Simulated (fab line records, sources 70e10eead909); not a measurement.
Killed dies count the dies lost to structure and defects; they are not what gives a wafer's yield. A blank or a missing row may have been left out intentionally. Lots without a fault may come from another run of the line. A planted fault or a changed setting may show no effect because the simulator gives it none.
Which of the tools did it? :: flow nand_harc :: 6 lots, 18 wafers sampled, at 5 steps of a route of 1302

## WHAT EACH GAUGE READ, for each wafer
NHARC_END_SORT_01.
lot: L652
measured: day 30 09:52
on: prober-01
killed_at_array: 257 262 223

## TOOL THAT RAN EACH LOT (tool first, then ch and the chambers of the sampled wafers, then the start)
lot: L641
NHARC_A_CONTACT_DEP_84: acl_dep-03 ch 0, day 23 01:46
NHARC_A_BONDPAD_DESCUM_11: rie_diel-06 ch 0,1,3, day 24 00:34
NHARC_A_BONDPAD_PRE_CLEAN_26: pvd_sputter-01, day 25 16:23 or earlier
NHARC_THIN_TSV_DEGAS_53: pvd_sputter-02, day 25 16:23

lot: L645
NHARC_A_CONTACT_DEP_84: acl_dep-03 ch 0, day 25 00:22
NHARC_A_BONDPAD_DESCUM_11: rie_diel-06 ch 1,2,3, day 25 22:34
NHARC_A_BONDPAD_PRE_CLEAN_26: pvd_sputter-01, day 26 18:37 or earlier
NHARC_THIN_TSV_DEGAS_53: pvd_sputter-01, day 26 18:37

lot: L647
NHARC_A_CONTACT_DEP_84: acl_dep-02 ch 0, day 26 05:23
NHARC_A_BONDPAD_DESCUM_11: rie_diel-13 ch 0,2, day 27 03:17
NHARC_A_BONDPAD_PRE_CLEAN_26: pvd_sputter-01, day 27 23:01 or earlier
NHARC_THIN_TSV_DEGAS_53: pvd_sputter-03, day 27 23:01

lot: L651
NHARC_A_CONTACT_DEP_84: acl_dep-01 ch 0, day 26 17:43
NHARC_A_BONDPAD_DESCUM_11: rie_diel-06 ch 1,2,3, day 27 15:20
NHARC_A_BONDPAD_PRE_CLEAN_26: pvd_sputter-01, day 28 10:31 or earlier
NHARC_THIN_TSV_DEGAS_53: pvd_sputter-03, day 28 10:31

lot: L652
NHARC_A_CONTACT_DEP_84: acl_dep-01 ch 0, day 28 04:34
NHARC_A_BONDPAD_DESCUM_11: rie_diel-12 ch 0,2,3, day 29 02:14
NHARC_A_BONDPAD_PRE_CLEAN_26: pvd_sputter-02, day 29 22:10 or earlier
NHARC_THIN_TSV_DEGAS_53: pvd_sputter-01, day 29 22:10

lot: L660
NHARC_A_CONTACT_DEP_84: acl_dep-01 ch 0, day 30 18:01
NHARC_A_BONDPAD_DESCUM_11: rie_diel-06 ch 0,2, day 31 15:50
NHARC_A_BONDPAD_PRE_CLEAN_26: pvd_sputter-02, day 32 16:34 or earlier
NHARC_THIN_TSV_DEGAS_53: pvd_sputter-02, day 32 16:34
- NHARC_A_CONTACT_DEP_84: deposits aC, target thk 2800 nm.
- NHARC_A_BONDPAD_DESCUM_11: chemistry O2, time 3 s.
- NHARC_A_BONDPAD_PRE_CLEAN_26: time 30 s.
- NHARC_THIN_TSV_DEGAS_53: time 60 s.

## THE ANSWER, worked out from the rows above alone
Rule: the usual values come from the lots themselves. Put in order of their means at a reading, lots are off if they are a third of the lots or fewer, leave a main group of 4 or more, and stand apart from it by a gap of 3 or more times the standard deviation of the main group's means; of several such gaps the widest counts. A main group whose means are all the same, to the digits that the tables above print for the reading, isn't used. A lot without any number at a reading at which 4 lots or more have one is off too. Where the step has rows for the other lots, those lots are counted as sound.
Across all readings shown, no lot is off: no conclusion can be drawn from this.

## WHAT THE SIMULATOR PUT IN
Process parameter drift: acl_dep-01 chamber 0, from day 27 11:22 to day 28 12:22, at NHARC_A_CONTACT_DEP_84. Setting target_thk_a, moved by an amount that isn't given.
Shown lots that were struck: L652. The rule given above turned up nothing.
